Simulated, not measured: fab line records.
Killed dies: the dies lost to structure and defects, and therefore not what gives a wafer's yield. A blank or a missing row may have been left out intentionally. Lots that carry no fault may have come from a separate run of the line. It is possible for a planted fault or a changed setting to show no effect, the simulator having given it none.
A lot that was struck, set against a sound lot :: flow n5Finfet :: 22 out of 1938 route steps
Sound: the wafers L339.2, L339.3, L339.5. Struck: wafers L347.2, L347.5, L347.6. The cause is given at the end.
Order at every step that has rows: each side's tool, ch and its chambers, its first start. Under that, the readings that differ: sound wafers :: struck wafers :: difference of the means :: sigmas: that difference in standard deviations of wafers without a fault.
alike: readings with means less than 2 such deviations apart, plus words and numbers identical on both sides. not compared: withheld readings, readings lacking a value on some wafer, bounds such as >300 that could conceal the same value, and numbers that have no deviation in the record and whose values overlap.
The two part at a step that has a row with sigmas, a row that says differs or no value, or rows on one side only. Numbers that don't overlap but have no deviation are shown without sigmas and don't part them. A reading missing from all wafers of one side parts the sides only when that side holds two or more wafers.

first, 7 steps without rows for these wafers: N5_BEOL_M1_COAT_73 (time 60 s, resist thk 5 nm); N5_BEOL_M1_COAT_05 (resist thk 30 nm); N5_BEOL_M1_EBR_07; N5_BEOL_M1_SOFTBAKE_06 (time 60 s); N5_BEOL_M1_EXPOSE_08 (exposes mask M1); N5_BEOL_M1_PEB_09 (peb time 60 s); N5_BEOL_M1_DEVELOP_10 (develop time 30 s).
N5_BEOL_M1_CD_MEAS_11 targets a cd of 17.05 nm.
  sound on cdSem-01 ch 0, day 7 01:07; struck on cdSem-03 ch 0, day 9 02:45
reading: cdNm (nm)
sound: 17.21 17.23 17.03
struck: 16.70 16.54 16.73
difference: -0.50
sigmas: -2
N5_BEOL_M1_OVL_MEAS_12:
  sound on overlay-01 ch 0, day 7 01:09; struck on overlay-01 ch 0, day 9 02:47
  alike: M1_OVL
N5_BEOL_M1_INSPECT_13: inspects for defects (brightfield).
  sound: defectInspect-01 at day 7 01:12; struck: defectInspect-01 at day 9 02:50
  alike: rawDefectCount
N5_BEOL_M1_DESCUM_16: chemistry O2, time 7 s.
  sound on rieDiel-06 ch 1,2, day 7 01:14; struck on rieDiel-05 ch 0,2, day 9 02:52
  alike: chamberPressureMTorr, drypumpMotorCurrentA, oesProductAu, rfFwdPowerW, rfVppV, showerheadPlenumPTorr, throttleValvePct
  not compared: rfHoursCounterH
N5_BEOL_M1_ETCH_74: etches underlayer in N2/H2, target depth 6.5 nm, time 5.2 s.
  sound on rieDiel-06 ch 1,2, day 7 01:16; struck on rieDiel-05 ch 0,2, day 9 02:55
  alike: biasW, chamberPressureMTorr, drypumpMotorCurrentA, etchRfOnTimeS, oesProductAu, rfFwdPowerW, rfVppV, showerheadPlenumPTorr, throttleValvePct
  not compared: rfHoursCounterH
N5_BEOL_M1_ETCH_63: etches SiARC in CF4, target depth 15.6 nm, time 26 s.
  sound on rieDiel-06 ch 1,2, day 7 01:17; struck on rieDiel-05 ch 0,2, day 9 02:56
  no value came back on the struck wafers for any of 10 readings (biasW (W), cf4FlowSccm (sccm) and others); on the sound wafers biasW (W) reads 36.11 36.12 36.06
reading: model.CAR-EUV_of_BEOL_M1_COAT_05.thkNm (nm)
sound: 11.2 11.2 11
struck: 20.2 20.4 20.4
difference: +9.2
sigmas: 
  not compared: rfHoursCounterH
N5_BEOL_M1_ETCH_64: etches SOC in N2/H2, target depth 75 nm, overetch 15 nm, time 112.5 s.
  sound on rieDiel-06 ch 1,2, day 7 01:19; struck on rieDiel-05 ch 0,2, day 9 02:57
reading: oesProductAu (a.u.)
sound: 0.70 0.59 0.69
struck: 0.26 0.29 0.26
difference: -0.39
sigmas: -7
  alike: biasW, chamberPressureMTorr, drypumpMotorCurrentA, rfFwdPowerW, rfVppV, showerheadPlenumPTorr, throttleValvePct
  not compared: rfHoursCounterH
then, 2 steps without rows for these wafers: N5_BEOL_M1_STRIP_65 (strips in N2/H2); N5_BEOL_M1_STRIP_75 (strips in N2/H2).
N5_BEOL_M1_STRIP_66: strips in CF4.
  sound on rieDiel-06 ch 1,2, day 7 01:26; struck on rieDiel-05 ch 0,2, day 9 03:05
  alike: cf4FlowSccm, chamberPressureMTorr, drypumpMotorCurrentA, oesProductAu, rfFwdPowerW, rfVppV, showerheadPlenumPTorr, throttleValvePct
  not compared: rfHoursCounterH
N5_BEOL_M1_HM_OPEN_17: chemistry Cl2/BCl3, target TiN, target depth 20 nm, overetch 6 nm.
  sound on rieMetal-02 ch 0,1, day 7 01:32; struck on rieMetal-01 ch 0,1, day 9 03:07
reading: oesProductAu (a.u.)
sound: 0.69 0.70 0.69
struck: 0.25 0.30 0.24
difference: -0.43
sigmas: -6

reading: throttleValvePct (%)
sound: 21.81 22.33 21.79
struck: 22.97 22.77 22.97
difference: +0.93
sigmas: +5
  alike: chamberPressureMTorr, drypumpMotorCurrentA, rfFwdPowerW
  not compared: rfHoursCounterH
N5_BEOL_M1_STRIP_19: strips in O2.
  sound on rieDiel-03 ch 0,3, day 7 01:39; struck on rieDiel-05 ch 0,2,3, day 9 03:14
  alike: chamberPressureMTorr, drypumpMotorCurrentA, oesProductAu, rfVppV, showerheadPlenumPTorr, throttleValvePct
  not compared: rfHoursCounterH
N5_BEOL_M1_CD_MEAS_18: pitch 36 nm, target cd 18 nm.
  sound: cdSem-03 at day 7 01:43; struck: cdSem-01 at day 9 03:19
reading: cdNm (nm)
sound: 18.39 18.04 17.98
struck: - - -
difference: no value on the struck wafers
sigmas: 
then, 1 step without rows for these wafers: N5_BEOL_M1_COAT_67 (time 60 s, resist thk 60 nm).
N5_BEOL_M4_RC_MEAS_101:
  the record has rows for the sound wafers here (prober-01 ch 0, day 8 21:38) and none for the struck ones

## WHERE THEY PART
At N5_BEOL_M1_CD_MEAS_11 first; at N5_BEOL_M4_RC_MEAS_101 last (within this record only).

WHY: the cause the simulator had injected
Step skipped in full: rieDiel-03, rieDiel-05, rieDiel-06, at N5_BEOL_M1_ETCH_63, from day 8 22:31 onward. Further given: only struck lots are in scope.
